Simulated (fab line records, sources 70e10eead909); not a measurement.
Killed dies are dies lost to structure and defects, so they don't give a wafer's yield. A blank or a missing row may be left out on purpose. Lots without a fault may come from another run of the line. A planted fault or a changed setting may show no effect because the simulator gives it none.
fab line records | flow nand_harc
record lots=24 wafers=72 last_day=33
route steps=1302 shown A_SGD_CUT@921 A_SLIT@933 A_WL_FILL@965
lots that met no fault: from a run of the same line without faults
start_h: hours from the record's first day to the start of the lot's first wafer shown | wait_h: hours since the lot's step before | " the same as in the row above | L1.1+2: a row that stands for several wafers | - no value, or no start given | * or withheld: withheld | < > ~ a bound
route shown NAME@n: a module of which the file shows steps, and the number in the route of the first | usual: mean/standard deviation of fault-free wafers | same: alike in all rows | chamber/n: place in a boat | sites: the reading at each site | _std_site: their standard deviation | _edge_site: outer sites' mean less inner sites' | radius_mm: how far each site lies from the wafer's centre | mask NAME#n: copy n | behind: the tool/chamber that last shaped the wafer | hold: why the lot was held/for how many hours/how that ended | device: the transistor (n, p or np) that didn't switch | end of line: the same wafers' tests at the end of the route | a step without rows: its recipe alone | killed: dies lost to structure and defects at the first sort, not the wafer's yield | map: a wafer's dies, x killed, . not, _ none there
set.NAME: the setting as run; set.NAME@STEP: as run at that earlier step | model.NAME: the simulator's own value behind a step, which no gauge read
steps of the route over a sample of lots; a table a step, a row a wafer
services: from which hour (start_h, from the record's first day; less than 0 if before it) a tool's chamber was out of use, for how many hours, and why
## steps
# step NHARC_A_SGD_CUT_INSPECT_25
# usual raw_defect_count=370/69
# columns lot.wafer tool chamber start_h wait_h raw_defect_count
L074.1 defect_inspect-01 - 443.23 - 405
L074.2 " - " " 348
L074.5 " - " " 376
L075.1 defect_inspect-02 - 462.69 - 363
L075.2 " - " " 424
L075.3 " - " " 322
L077.2 defect_inspect-01 - 462.70 - 497
L077.5 " - " " 457
L077.6 " - " " 427
L076.1 defect_inspect-02 - 462.74 - 409
L076.4 " - " " 407
L076.5 " - " " 337
L078.1 defect_inspect-02 - 480.66 - 392
L078.3 " - " " 406
L078.5 " - " " 371
L079.2 defect_inspect-01 - 494.19 - 313
L079.4 " - " " 301
L079.5 " - " " 370
L080.2 defect_inspect-02 - 494.20 - 348
L080.4 " - " " 491
L080.5 " - " " 413
L081.2 defect_inspect-02 - 517.74 - 352
L081.3 " - " " 359
L081.6 " - " " 407
L082.2 defect_inspect-02 - 541.58 - 356
L082.3 " - " " 511
L082.4 " - " " 413
L084.3 defect_inspect-01 - 544.80 - 476
L084.4 " - " " 386
L084.5 " - " " 369
L085.1 defect_inspect-02 - 544.81 - 426
L085.5 " - " " 280
L085.6 " - " " 393
L083.2 defect_inspect-01 - 544.85 - 274
L083.4 " - " " 419
L083.6 " - " " 333
L086.1 defect_inspect-01 - 562.29 - 341
L086.4 " - " " 317
L086.5 " - " " 322
L088.1 defect_inspect-01 - 580.69 - 342
L088.2 " - " " 525
L088.4 " - " " 335
L089.1 defect_inspect-01 - 580.77 - 176
L089.4 " - " " 272
L089.6 " - " " 282
L087.1 defect_inspect-02 - 580.87 - 449
L087.4 " - " " 330
L087.6 " - " " 292
L090.1 defect_inspect-02 - 603.54 - 325
L090.4 " - " " 395
L090.5 " - " " 293
L093.1 defect_inspect-02 - 624.88 - 441
L093.5 " - " " 438
L093.6 " - " " 447
L092.4 defect_inspect-02 - 624.92 - 481
L092.5 " - " " 310
L092.6 " - " " 263
L091.1 defect_inspect-01 - 624.97 - 454
L091.4 " - " " 396
L091.6 " - " " 367
L094.1 defect_inspect-01 - 634.74 - 340
L094.4 " - " " 371
L094.5 " - " " 429
L095.1 defect_inspect-02 - 660.92 - 255
L095.2 " - " " 294
L095.4 " - " " 241
L097.2 defect_inspect-01 - 660.93 - 488
L097.5 " - " " 427
L097.6 " - " " 386
L096.2 defect_inspect-01 - 673.42 - 439
L096.4 " - " " 451
L096.6 " - " " 407
# step NHARC_A_SLIT_CD_MEAS_09
# recipe target_cd_nm=300 landing_energy_ev=500
# usual cd_nm=300.2/0.37
# columns lot.wafer tool chamber start_h wait_h cd_nm
L074.1 cd_sem-03 0 448.42 - 300.7
L074.2 " 0 " " 300.7
L074.5 " 0 " " 300.5
L075.1 cd_sem-03 0 467.46 - 300.3
L075.2 " 0 " " 300.8
L075.3 " 0 " " 300.4
L077.2 cd_sem-01 0 468.10 - 300.2
L077.5 " 0 " " 300.5
L077.6 " 0 " " 300.2
L076.1 cd_sem-02 0 468.77 - 300.3
L076.4 " 0 " " 299.9
L076.5 " 0 " " 299.7
L078.1 cd_sem-01 0 485.56 - 300.5
L078.3 " 0 " " 300.6
L078.5 " 0 " " 300.7
L079.2 cd_sem-03 0 499.30 - 300.4
L079.4 " 0 " " 300.4
L079.5 " 0 " " 300.7
L080.2 cd_sem-03 0 500.69 - 299.5
L080.4 " 0 " " 300.4
L080.5 " 0 " " 300.1
L081.2 cd_sem-03 0 522.64 - 300.0
L081.3 " 0 " " 300.1
L081.6 " 0 " " 299.9
L082.2 cd_sem-01 0 547.35 - 300.5
L082.3 " 0 " " 299.9
L082.4 " 0 " " 300.1
L084.3 cd_sem-01 0 550.71 - 300.2
L084.4 " 0 " " 300.4
L084.5 " 0 " " 299.9
L085.1 cd_sem-03 0 551.06 - 300.6
L085.5 " 0 " " 300.4
L085.6 " 0 " " 299.4
L083.2 cd_sem-03 0 552.24 - 299.2
L083.4 " 0 " " 300.7
L083.6 " 0 " " 300.0
L086.1 cd_sem-01 0 567.95 - 300.3
L086.4 " 0 " " 300.5
L086.5 " 0 " " 300.5
L088.1 cd_sem-03 0 585.42 - 300.2
L088.2 " 0 " " 300.6
L088.4 " 0 " " 300.0
L089.1 cd_sem-03 0 585.68 - 300.0
L089.4 " 0 " " 299.7
L089.6 " 0 " " 299.4
L087.1 cd_sem-02 0 585.83 - 299.7
L087.4 " 0 " " 300.9
L087.6 " 0 " " 300.4
L090.1 cd_sem-03 0 608.92 - 299.7
L090.4 " 0 " " 299.7
L090.5 " 0 " " 300.1
L093.1 cd_sem-02 0 630.24 - 300.2
L093.5 " 0 " " 299.8
L093.6 " 0 " " 299.7
L092.4 cd_sem-03 0 630.93 - 299.8
L092.5 " 0 " " 300.4
L092.6 " 0 " " 300.0
L091.1 cd_sem-02 0 632.65 - 300.0
L091.4 " 0 " " 300.2
L091.6 " 0 " " 300.4
L094.1 cd_sem-02 0 641.54 - 300.7
L094.4 " 0 " " 300.1
L094.5 " 0 " " 300.5
L095.1 cd_sem-01 0 665.81 - 300.1
L095.2 " 0 " " 300.2
L095.4 " 0 " " 300.2
L097.2 cd_sem-03 0 665.97 - 300.2
L097.5 " 0 " " 299.6
L097.6 " 0 " " 299.7
L096.2 cd_sem-02 0 680.37 - 300.5
L096.4 " 0 " " 300.6
L096.6 " 0 " " 300.1
# step NHARC_A_WL_FILL_ALD_10
# recipe target_thk_a=500 pulse_time_s=10 ald_cycles=500 temp_c=300 material=SiO2
# usual heater_power_w=472/40 precursor_pulse_height_rel=1.001/0.02
# same pulse_time_s=10
# columns lot.wafer tool chamber start_h wait_h heater_power_w precursor_pulse_height_rel
L074.1 ald_hk-01 0 467.95 0.1 513 1.031
L074.2 " 3 469.48 1.6 507 0.993
L074.5 " 1 470.50 2.6 456 0.996
L075.3 ald_hk-02 1 487.97 0.3 426 1.045
L075.1 " 2 " " 489 0.978
L075.2 " 0 489.50 1.8 570 1.040
L077.2 ald_hk-03 1 488.00 0.3 414 1.007
L077.6 " 1 490.04 2.3 424 0.980
L077.5 " 2 " " 495 0.975
L076.1 ald_hk-02 1 492.93 1.1 433 0.986
L076.4 " 2 " " 489 1.022
L076.5 " 3 " " 459 0.996
L078.1 ald_hk-03 2 507.23 0.6 477 0.995
L078.3 " 3 " " 494 1.000
L078.5 " 2 509.30 2.6 485 0.987
L079.4 ald_hk-03 0 521.13 1.1 496 1.003
L079.2 " 1 " " 427 0.995
L079.5 " 2 " " 487 0.999
L080.4 ald_hk-01 0 523.07 3.0 466 0.977
L080.2 " 1 " " 425 1.004
L080.5 " 0 525.15 5.1 460 0.976
L081.2 ald_hk-01 2 543.42 1.1 527 0.985
L081.3 " 3 " " 493 0.983
L081.6 " 0 " " 456 0.991
L084.4 ald_hk-01 1 571.24 0.4 427 1.027
L084.3 " 0 572.77 2.0 465 1.013
L084.5 " 2 573.79 3.0 523 0.975
L082.2 ald_hk-02 0 573.69 2.9 543 1.004
L082.3 " 2 574.72 3.9 488 1.007
L082.4 " 3 " " 458 0.981
L083.4 ald_hk-02 3 577.30 1.3 472 1.017
L083.2 " 0 " " 556 1.011
L083.6 " 2 578.86 2.8 506 1.023
L085.1 ald_hk-01 2 577.64 1.6 533 1.025
L085.6 " 0 578.65 2.6 480 1.019
L085.5 " 1 " " 421 1.016
L086.1 ald_hk-03 2 588.39 0.6 475 0.997
L086.4 " 3 " " 463 0.971
L086.5 " 1 589.90 2.1 404 1.004
L089.4 ald_hk-03 2 606.18 0.6 473 1.007
L089.1 " 0 607.22 1.6 530 0.954
L089.6 " 2 608.26 2.6 493 0.995
L088.4 ald_hk-01 0 606.27 0.7 459 1.002
L088.1 " 2 607.32 1.7 532 1.020
L088.2 " 3 " " 482 1.008
L087.4 ald_hk-02 2 609.53 0.0 487 1.007
L087.1 " 3 " " 463 1.018
L087.6 " 3 612.05 2.6 457 0.999
L090.1 ald_hk-01 1 629.73 0.6 431 1.001
L090.4 " 3 630.76 1.6 497 1.052
L090.5 " 1 631.79 2.6 422 1.009
L093.1 ald_hk-01 1 651.40 0.6 426 0.999
L093.6 " 0 652.96 2.1 474 0.983
L093.5 " 1 " " 425 0.992
L092.4 ald_hk-03 0 651.88 1.1 525 0.981
L092.5 " 2 652.88 2.1 467 1.016
L092.6 " 3 " " 459 0.979
L091.1 ald_hk-02 3 664.83 1.1 455 1.011
L091.4 " 0 " " 552 1.041
L091.6 " 2 666.34 2.6 500 0.971
L094.4 ald_hk-01 1 674.70 1.1 433 1.029
L094.1 " 2 675.73 2.1 500 1.002
L094.5 " 1 678.83 5.2 441 1.046
L095.2 ald_hk-03 1 686.73 0.6 400 0.971
L095.4 " 2 " " 468 1.012
L095.1 " 3 " " 464 1.018
L097.2 ald_hk-02 3 686.74 0.6 464 1.016
L097.5 " 2 688.27 2.1 493 1.011
L097.6 " 3 " " 460 1.007
L096.2 ald_hk-03 3 700.65 0.1 459 0.985
L096.4 " 1 701.69 1.1 417 0.976
L096.6 " 0 703.24 2.6 507 1.006
# step NHARC_A_WL_FILL_ETCHBACK_17
# recipe target_depth_a=40 time_s=26.7 chemistry=Cl2/BCl3
# usual chamber_pressure_mTorr=10.002/0.0091 drypump_motor_current_A=5.7/0.35 oes_product_au=1.003/0.0076
# columns lot.wafer tool chamber start_h wait_h chamber_pressure_mTorr drypump_motor_current_A oes_product_au rf_hours_counter_h
L074.1 rie_metal-01 0 472.74 - 10.003 5.4 0.996 1.4
L074.2 " 1 " " 9.989 6.5 1.000 1.4
L074.5 " 1 " " 10.004 6.5 1.015 -
L075.1 rie_metal-03 0 492.76 - 9.992 5.6 1.004 2.9
L075.2 " 1 " " 10.002 5.6 0.996 2.9
L075.3 " 1 " " 10.011 5.6 1.003 -
L077.2 rie_metal-02 1 492.79 - 9.995 5.7 0.992 0.7
L077.5 " 1 " " 10.008 5.7 0.997 -
L077.6 " 0 " " 10.003 5.5 1.005 -
L076.1 rie_metal-01 0 496.72 - 9.979 5.4 0.999 1.9
L076.4 " 0 " " 9.984 5.4 1.001 -
L076.5 " 1 " " 9.989 6.5 1.006 -
L078.1 rie_metal-02 1 511.55 - 10.002 5.7 0.997 0.7
L078.3 " 1 " " 10.007 5.7 0.994 -
L078.5 " 1 " " 9.996 5.7 0.992 -
L079.2 rie_metal-02 1 524.91 - 10.003 5.7 1.007 1.0
L079.4 " 0 " " 10.000 5.5 1.001 -
L079.5 " 0 " " 9.998 5.5 1.011 -
L080.2 rie_metal-02 1 527.93 - 10.010 5.7 1.001 1.1
L080.4 " 1 " " 10.020 5.7 0.991 -
L080.5 " 1 " " 9.990 5.7 0.988 -
L081.2 rie_metal-02 1 547.26 - 10.014 5.7 1.010 1.3
L081.3 " 1 " " 10.029 5.7 0.997 -
L081.6 " 0 " " 10.005 5.6 1.020 -
L084.3 rie_metal-03 0 576.07 - 10.006 5.6 1.006 -
L084.4 " 1 " " 10.002 5.7 1.004 -
L084.5 " 0 " " 10.002 5.6 0.990 -
L082.2 rie_metal-02 0 578.54 - 10.010 5.5 1.014 2.1
L082.4 " 0 " " 10.011 5.5 1.012 -
L082.3 " 1 " " 9.994 5.7 1.022 -
L085.1 rie_metal-03 0 581.45 - 10.006 5.6 0.995 1.2
L085.5 " 1 " " 9.981 5.6 1.004 -
L085.6 " 0 " " 9.998 5.6 1.000 -
L083.2 rie_metal-02 1 581.62 - 9.994 5.7 1.015 2.1
L083.4 " 0 " " 10.000 5.5 1.015 -
L083.6 " 0 " " 10.001 5.5 1.003 -
L086.1 rie_metal-01 0 592.67 - 10.013 5.4 0.988 0
L086.4 " 0 " " 10.002 5.5 1.000 -
L086.5 " 0 " " 10.002 5.4 1.003 -
L089.1 rie_metal-01 0 610.55 - 10.002 5.4 1.010 0.3
L089.4 " 0 " " 10.004 5.4 0.991 -
L089.6 " 0 " " 10.001 5.4 0.996 -
L088.1 rie_metal-03 0 611.16 - 10.003 5.6 1.007 1.9
L088.2 " 1 " " 10.002 5.6 1.013 1.9
L088.4 " 0 " " 9.998 5.6 0.997 -
L087.1 rie_metal-02 1 614.28 - 9.999 5.7 1.012 3.1
L087.4 " 1 " " 10.000 5.7 1.000 -
L087.6 " 1 " " 10.005 5.7 1.006 -
L090.1 rie_metal-01 0 634.05 - 9.995 5.4 0.993 0.6
L090.4 " 0 " " 9.995 5.4 0.996 -
L090.5 " 0 " " 9.993 5.4 0.995 -
L092.4 rie_metal-01 0 655.68 - 10.003 5.4 0.995 -
L092.6 " 1 " " 10.004 6.5 1.017 -
L092.5 " 0 " " 9.998 5.5 1.006 -
L093.1 rie_metal-02 1 655.72 - 9.990 5.7 1.002 0.4
L093.6 " 1 " " 10.012 5.7 0.999 -
L093.5 " 0 " " 10.014 5.6 1.007 -
L091.1 rie_metal-01 1 668.58 - 10.004 6.5 1.001 1.1
L091.4 " 0 " " 10.002 5.4 0.992 -
L091.6 " 0 " " 10.010 5.4 0.995 -
L094.1 rie_metal-03 1 681.64 - 10.008 5.6 0.997 3.1
L094.4 " 0 " " 9.994 5.6 0.996 -
L094.5 " 1 " " 10.005 5.6 0.993 -
L095.2 rie_metal-03 1 691.01 - 10.004 5.6 0.996 3.2
L095.1 " 0 " " 9.999 5.6 0.994 3.2
L095.4 " 1 " " 10.005 5.6 0.988 -
L097.2 rie_metal-02 1 691.03 - 10.008 5.7 0.998 1.2
L097.6 " 1 " " 10.008 5.7 1.001 -
L097.5 " 0 " " 10.000 5.5 1.010 -
L096.2 rie_metal-01 0 705.51 - 10.015 5.4 1.007 1.9
L096.4 " 0 " " 10.023 5.4 1.005 -
L096.6 " 0 " " 10.012 5.4 0.998 -
# step NHARC_A_WL_FILL_CVD_20
# recipe target_thk_a=1000 temp_c=400 pressure_torr=40 wf6_flow_sccm=40 h2_flow_sccm=1600 ar_flow_sccm=1560 time_s=74 material=W
# usual heater_power_w=846/62 mfc_wf6_sccm=40.01/0.11 throttle_valve_pct=7.90/0.29
# columns lot.wafer tool chamber start_h wait_h heater_power_w mfc_wf6_sccm throttle_valve_pct
L074.2 cvd_w-01 0 - - 817 39.99 7.57
L074.1 " 1 " " 790 40.03 8.05
L074.5 " 0 " " 798 40.04 7.59
L075.2 cvd_w-01 0 - - 805 39.95 7.67
L075.1 " 1 " " 780 40.01 7.91
L075.3 " 1 " " 791 39.92 7.81
L077.2 cvd_w-02 0 - - 819 40.27 8.63
L077.5 " 1 " " 951 40.03 7.90
L077.6 " 0 " " 835 40.23 8.05
L076.1 cvd_w-02 0 - - 839 40.06 8.21
L076.4 " 1 " " 949 40.19 8.14
L076.5 " 1 " " 925 40.18 7.73
L078.1 cvd_w-02 0 - - 826 39.98 8.45
L078.3 " 1 " " 949 39.92 7.82
L078.5 " 1 " " 923 40.19 7.78
L079.2 cvd_w-02 0 - - 844 39.89 8.30
L079.4 " 1 " " 952 40.04 8.00
L079.5 " 1 " " 970 40.04 7.81
L080.2 cvd_w-01 1 - - 774 40.11 7.92
L080.4 " 1 " " 791 40.13 8.10
L080.5 " 0 " " 805 40.00 7.74
L081.2 cvd_w-02 0 - - 828 39.90 8.21
L081.3 " 1 " " 966 40.04 8.28
L081.6 " 1 " " 952 40.12 7.90
L084.4 cvd_w-01 0 - - 820 39.93 7.66
L084.3 " 1 " " 767 39.96 7.91
L084.5 " 0 " " 793 39.95 7.48
L083.2 cvd_w-02 1 - - 970 39.86 7.76
L083.4 " 0 " " 841 40.22 8.32
L083.6 " 1 " " 956 39.96 8.32
L085.1 cvd_w-02 1 - - 948 40.11 7.82
L085.6 " 1 " " 953 40.03 8.03
L085.5 " 0 " " 806 39.95 8.25
L082.2 cvd_w-02 1 - - 952 39.97 7.86
L082.3 " 0 " " 848 39.92 8.38
L082.4 " 1 " " 958 40.02 7.61
L086.1 cvd_w-01 1 - - 764 40.06 7.96
L086.4 " 1 " " 805 40.08 8.05
L086.5 " 0 " " 819 39.99 7.59
L089.1 cvd_w-01 1 - - 784 39.98 7.85
L089.4 " 0 " " 814 40.25 7.62
L089.6 " 0 " " 819 40.17 7.59
L088.1 cvd_w-01 1 - - 787 40.00 7.77
L088.2 " 0 " " 803 39.74 7.84
L088.4 " 0 " " 820 39.77 7.76
L087.1 cvd_w-01 1 - - 785 39.99 7.87
L087.4 " 0 " " 813 40.10 7.60
L087.6 " 0 " " 804 40.08 7.76
L090.1 cvd_w-01 0 - - 831 40.09 7.67
L090.4 " 0 " " 810 40.07 7.58
L090.5 " 1 " " 776 39.97 7.71
L093.1 cvd_w-01 0 - - 802 39.92 7.46
L093.5 " 0 " " 825 40.18 7.55
L093.6 " 0 " " 838 39.85 7.65
L092.4 cvd_w-02 1 - - 940 39.94 7.80
L092.6 " 0 " " 865 40.03 8.32
L092.5 " 1 " " 933 40.06 7.68
L091.1 cvd_w-01 0 - - 835 39.98 7.73
L091.4 " 0 " " 828 40.13 7.43
L091.6 " 1 " " 786 39.95 8.00
L094.1 cvd_w-01 1 - - 790 39.81 8.00
L094.4 " 0 " " 823 40.03 7.65
L094.5 " 0 " " 824 39.87 7.55
L097.2 cvd_w-02 1 - - 937 40.12 7.87
L097.5 " 0 " " 915 39.84 8.42
L097.6 " 1 " " 960 40.04 7.60
L095.2 cvd_w-01 0 - - 830 39.74 7.78
L095.1 " 1 " " 780 40.02 7.93
L095.4 " 1 " " 787 39.93 7.73
L096.2 cvd_w-02 0 - - 896 40.09 7.93
L096.4 " 1 " " 956 40.09 7.71
L096.6 " 0 " " 880 39.86 8.21
# step NHARC_A_WL_FILL_CMP_12
# recipe t_overpolish_s=30 target_thk_nm=100
# usual motor_current_A=11.7/1.1 overpolish_run_s=30.000/0.0089 time_to_endpoint_s=19.1/2
# columns lot.wafer tool chamber start_h wait_h motor_current_A overpolish_run_s time_to_endpoint_s
L074.2 cmp-04 3 478.63 0.2 12.4 29.999 22.0
L074.1 " 0 " " 9.8 29.994 22.9
L074.5 " 2 " " 13.6 30.006 19.5
L075.2 cmp-02 2 498.55 0.2 11.3 30.006 20.7
L075.1 " 3 " " 10.4 30.001 23.9
L075.3 " 1 " " 10.6 29.994 24.8
L077.2 cmp-01 1 498.62 0.2 11.0 30.002 15.9
L077.6 " 2 " " 12.5 30.011 19.3
L077.5 " 3 " " 12.8 30.001 20.1
L076.1 cmp-04 3 502.62 0.2 11.6 30.002 17.1
L076.4 " 0 " " 9.7 29.990 19.8
L076.5 " 0 " " 9.9 30.009 17.7
L078.1 cmp-02 3 517.33 0.2 10.6 30.002 22.7
L078.3 " 1 " " 9.9 29.997 20.9
L078.5 " 3 " " 9.7 29.986 21.3
L079.2 cmp-01 0 530.79 0.1 11.5 30.007 16.7
L079.4 " 1 " " 11.6 30.004 18.4
L079.5 " 0 " " 12.2 29.993 18.6
L080.2 cmp-04 3 533.84 0.2 12.4 29.989 18.5
L080.4 " 0 " " 9.8 30.009 18.3
L080.5 " 3 " " 12.4 29.985 19.1
L081.2 cmp-02 0 553.03 0.2 12.6 29.994 19.3
L081.3 " 3 " " 10.0 29.995 20.4
L081.6 " 1 " " 10.8 29.997 18.0
L084.4 cmp-01 1 582.17 0.2 11.4 30.006 18.9
L084.3 " 2 " " 11.4 29.983 20.4
L084.5 " 3 " " 12.7 30.018 19.5
L083.4 cmp-01 0 586.45 0.1 11.3 29.997 20.0
L083.2 " 3 " " 12.3 30.009 17.6
L083.6 " 0 " " 12.0 30.006 19.5
L085.1 cmp-02 2 586.61 0.2 12.0 30.009 17.9
L085.6 " 1 " " 10.7 30.014 17.7
L085.5 " 2 " " 11.5 29.994 17.2
L082.2 cmp-04 2 586.72 0.1 13.7 30.003 17.9
L082.4 " 3 " " 12.9 30.009 18.5
L082.3 " 1 " " 10.2 29.992 17.3
L086.1 cmp-01 0 598.45 0.2 11.6 30.016 24.4
L086.4 " 1 " " 12.1 30.006 23.3
L086.5 " 0 " " 12.0 30.003 19.8
L089.4 cmp-02 0 616.42 0.1 13.0 30.005 16.1
L089.1 " 1 " " 10.4 30.008 17.2
L089.6 " 3 " " 10.4 29.998 17.2
L088.4 cmp-01 3 616.50 0.1 11.7 29.984 18.5
L088.2 " 0 " " 11.8 30.004 21.1
L088.1 " 1 " " 11.8 30.000 19.3
L087.1 cmp-01 3 620.29 0.2 12.7 30.005 22.1
L087.4 " 0 " " 12.7 29.983 20.9
L087.6 " 0 " " 11.1 30.026 19.8
L090.1 cmp-01 2 639.93 0.1 11.5 30.003 16.6
L090.4 " 0 " " 12.0 30.012 18.0
L090.5 " 2 " " 11.5 29.992 16.8
L092.4 cmp-04 0 661.41 0.1 10.1 30.002 17.7
L092.5 " 3 " " 11.6 30.001 18.6
L092.6 " 0 " " 10.0 29.996 15.6
L093.1 cmp-02 3 661.57 0.3 10.2 30.005 18.5
L093.5 " 2 " " 11.3 29.991 16.7
L093.6 " 3 " " 10.5 30.007 16.9
L091.4 cmp-01 3 675.06 0.2 12.3 29.990 16.7
L091.1 " 0 " " 11.8 30.010 17.3
L091.6 " 2 " " 11.0 30.002 18.0
L094.1 cmp-04 3 687.52 0.2 11.9 29.995 18.5
L094.4 " 1 " " 10.4 29.990 15.5
L094.5 " 3 " " 11.7 29.995 17.7
L097.2 cmp-01 3 696.83 0.1 12.0 29.993 21.6
L097.5 " 3 " " 12.2 30.000 18.3
L097.6 " 0 " " 11.4 29.986 19.8
L095.2 cmp-04 2 696.88 0.2 12.6 30.007 18.9
L095.4 " 0 " " 10.1 30.003 20.0
L095.1 " 1 " " 10.8 30.013 18.5
L096.2 cmp-04 3 711.39 0.2 11.9 30.001 18.3
L096.4 " 1 " " 10.7 29.996 17.8
L096.6 " 3 " " 12.7 29.991 16.4
## services
# columns tool chamber start_h hours kind
cvd_w-02 - 450.41 13.0 pm
rie_metal-02 - 454.00 9.0 pm
cvd_w-01 - 468.56 0.7 repair
cmp-01 - 470.18 1.4 repair
ald_hk-01 - 478.40 10.0 pm
cmp-01 - 479.50 4.0 pm
cmp-01 - 511.45 0.5 repair
cmp-01 - 522.17 1.5 repair
cvd_w-01 - 523.03 2.4 repair
cvd_w-02 0 535.20 3.8 repair
cvd_w-01 - 547.00 13.0 pm
cmp-01 - 561.32 0.4 repair
cmp-01 - 577.50 4.0 pm
cmp-01 - 594.04 0.6 repair
rie_metal-02 0 605.58 17.4 repair
cmp-01 - 613.09 3.3 repair
cmp-01 - 624.82 2.5 repair
rie_metal-02 - 631.00 9.0 pm
cvd_w-02 - 631.41 13.0 pm
cvd_w-01 - 637.94 1.1 repair
cvd_w-01 1 661.11 3.2 repair
cmp-01 - 665.34 1.9 repair
cmp-01 - 675.50 4.0 pm
cvd_w-02 - 707.92 0.6 repair
## key
fault none
